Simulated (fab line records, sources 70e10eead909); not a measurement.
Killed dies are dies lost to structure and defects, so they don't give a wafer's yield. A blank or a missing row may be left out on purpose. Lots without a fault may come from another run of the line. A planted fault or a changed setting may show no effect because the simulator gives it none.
Which tool did it? | flow nand_harc | 14 lots, 42 wafers sampled, at 2 steps of a route of 1302

WHAT THE GAUGES READ, wafer by wafer
NHARC_P_M2_OVL_MEAS_10: pitch 340 nm.
lot  | measured     | on         | overlay_x_nm (nm) | overlay_y_nm (nm)
L482 | day 7 05:24  | overlay-01 | -0.1 1.0 0.4      | -1.7 -2.1 -1.7
L483 | day 7 05:38  | overlay-01 | 0.1 0.1 0.4       | 0.2 -0.5 0.0
L486 | day 8 06:05  | overlay-02 | 0.4 1.0 0.4       | -0.8 -1.0 -1.1
L489 | day 9 21:23  | overlay-01 | -0.7 -0.5 0.1     | -1.1 -0.9 -0.7
L490 | day 10 01:34 | overlay-02 | 2.3 1.8 2.1       | 0.3 -0.5 -0.3
L491 | day 10 18:37 | overlay-01 | -0.6 -0.1 0.0     | -1.0 -1.0 -1.1
L493 | day 11 16:52 | overlay-02 | -0.6 -0.8 -0.9    | 0.1 0.0 0.4
L494 | day 11 22:02 | overlay-01 | 0.1 0.4 0.8       | -1.3 -0.9 -1.1
L496 | day 12 14:29 | overlay-02 | -0.5 0.0 -0.8     | 1.4 0.8 1.1
L497 | day 13 04:30 | overlay-02 | 0.5 0.3 -0.1      | 0.2 -0.1 0.0
L499 | day 13 17:14 | overlay-02 | 1.4 1.5 0.8       | -0.5 -1.5 -0.8
L501 | day 14 15:43 | overlay-02 | 0.1 0.0 0.9       | 0.9 0.7 0.4
L503 | day 15 22:09 | overlay-02 | -1.8 -1.1 -1.7    | -0.5 -0.4 -0.5
L504 | day 16 06:21 | overlay-01 | -2.9 -2.7 -2.7    | 0.6 0.9 0.8

NHARC_P_M2_INSPECT_11.
lot  | measured     | on                | raw_defect_count
L482 | day 7 05:26  | defect_inspect-01 | 2 0 4
L483 | day 7 05:41  | defect_inspect-01 | 1 3 7
L486 | day 8 06:08  | defect_inspect-01 | 4 1 2
L489 | day 9 21:26  | defect_inspect-01 | 11 8 3
L490 | day 10 01:36 | defect_inspect-01 | 2 3 5
L491 | day 10 18:40 | defect_inspect-01 | 10 3 4
L493 | day 11 16:54 | defect_inspect-01 | 10 6 9
L494 | day 11 22:05 | defect_inspect-02 | 6 11 9
L496 | day 12 14:31 | defect_inspect-02 | 1 2 3
L497 | day 13 04:32 | defect_inspect-02 | 3 9 4
L499 | day 13 17:16 | defect_inspect-01 | 3 3 4
L501 | day 14 15:46 | defect_inspect-02 | 4 2 0
L503 | day 15 22:11 | defect_inspect-02 | 4 7 6
L504 | day 16 06:23 | defect_inspect-02 | 1 5 2

WHICH TOOL RAN EACH LOT (tool, then ch and the chambers of the sampled wafers, then the start)
The record holds no process step before these readings.

WHAT THE TOOLS THEMSELVES READ (means of the sampled wafers that have a number; where no wafer has one, the mark that the record gives instead)
The record holds no such reading with a usual standard deviation.

THE ANSWER, worked out from the rows above alone
Rule: what is usual is taken from the lots themselves. Put in order of their means at a reading, lots are off if they are a third of the lots or fewer, leave a main group of 4 or more, and stand apart from it by a gap of 3 or more times the standard deviation of the main group's means; of several such gaps the widest counts. A main group whose means are all the same, to the digits that the tables above print for the reading, isn't used. A lot without any number at a reading at which 4 lots or more have one is off too. The other lots that the step has rows for count as sound. The gauges are gone through in route order, then the tools' own readings, and for those a lot's mean is taken as printed above. The first step at which some lot is off is used, and at that step the reading that is off furthest; a lot without a number counts as furthest.
No lot is off at any reading shown: from this, nothing can be told.

WHAT THE SIMULATOR HAD PUT IN
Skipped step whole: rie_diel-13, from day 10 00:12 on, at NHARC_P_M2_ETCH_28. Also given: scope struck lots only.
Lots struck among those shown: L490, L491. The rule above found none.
